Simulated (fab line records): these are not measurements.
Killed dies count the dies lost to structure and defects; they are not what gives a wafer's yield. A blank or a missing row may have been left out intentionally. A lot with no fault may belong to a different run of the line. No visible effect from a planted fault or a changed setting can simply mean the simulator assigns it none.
Chamber matching -- flow nandHarc -- 4 sister chambers for NHARC_A_STAIRCASE_DESCUM_291 on rieDiel-10
The step chemistry O2, time 3 s. 20 wafers are shown with their chamber, then 10 later ones without.

== WAFERS, EACH WITH ITS CHAMBER ==
wafer,chamber,drypumpMotorCurrentA (A),showerheadPlenumPTorr (Torr),oesProductAu (a.u.)
L074.3,0,5.2,1.81,1.015
L074.5,1,5.4,2.07,0.988
L074.6,2,6.1,2.02,1.013
L077.2,3,5.3,1.99,1.000
L077.3,2,6.1,2.02,1.010
L077.5,0,5.2,1.81,1.011
L075.2,2,6.1,2.02,1.012
L075.3,0,5.2,1.81,1.012
L075.5,0,5.2,1.81,1.013
L079.1,0,5.2,1.81,1.007
L079.4,1,5.4,2.07,1.002
L079.6,2,6.1,2.02,1.002
L082.2,2,6.1,2.01,1.014
L082.3,3,5.3,1.99,1.001
L082.4,0,5.3,1.81,1.009
L087.1,3,5.3,1.98,0.998
L087.3,1,5.4,2.06,1.003
L087.5,0,5.2,1.80,1.006
L086.3,2,6.1,2.01,1.011
L086.5,1,5.4,2.06,0.998

SIGNATURES (averages over the wafers above)
reading,chamber 0,chamber 1,chamber 2,chamber 3,scatter within a chamber
drypumpMotorCurrentA,5.214,5.400,6.100,5.300,0.0231
showerheadPlenumPTorr,1.8086,2.0650,2.0167,1.9867,0.00491
oesProductAu,1.01043,0.99775,1.01033,0.99967,0.00435
Rule: distance of a wafer from a chamber = root of the sum over the readings of ((wafer's reading minus chamber's mean) / reading's scatter) squared. The wafer belongs to the nearest chamber; if the next one is less than 2 further off, it can't be placed. The scatter is the square root of a quotient: the sum, over the shown wafers, of each reading's squared deviation from its chamber's mean, divided by wafers minus chambers.

== WAFERS MISSING THEIR CHAMBER ==
wafer,drypumpMotorCurrentA (A),showerheadPlenumPTorr (Torr),oesProductAu (a.u.)
L086.6,6.1,2.01,1.011
L090.1,6.1,2.01,0.999
L090.4,5.2,1.80,0.997
L090.6,5.3,1.98,0.989
L092.1,5.3,1.98,0.988
L092.3,6.1,2.01,1.014
L092.4,5.4,2.06,0.991
L096.1,6.1,2.01,1.004
L096.5,5.4,2.05,0.998
L096.6,5.2,1.80,0.998

== CHAMBER TAKEN BY EACH ==
wafer,from the rows above,in truth
L086.6,2,2
L090.1,2,2
L090.4,0,0
L090.6,3,3
L092.1,3,3
L092.3,2,2
L092.4,1,1
L096.1,2,2
L096.5,1,1
L096.6,0,0
Correct placement for 10 of the 10. From these rows, 0 cannot be placed. Placed wrongly: 0.
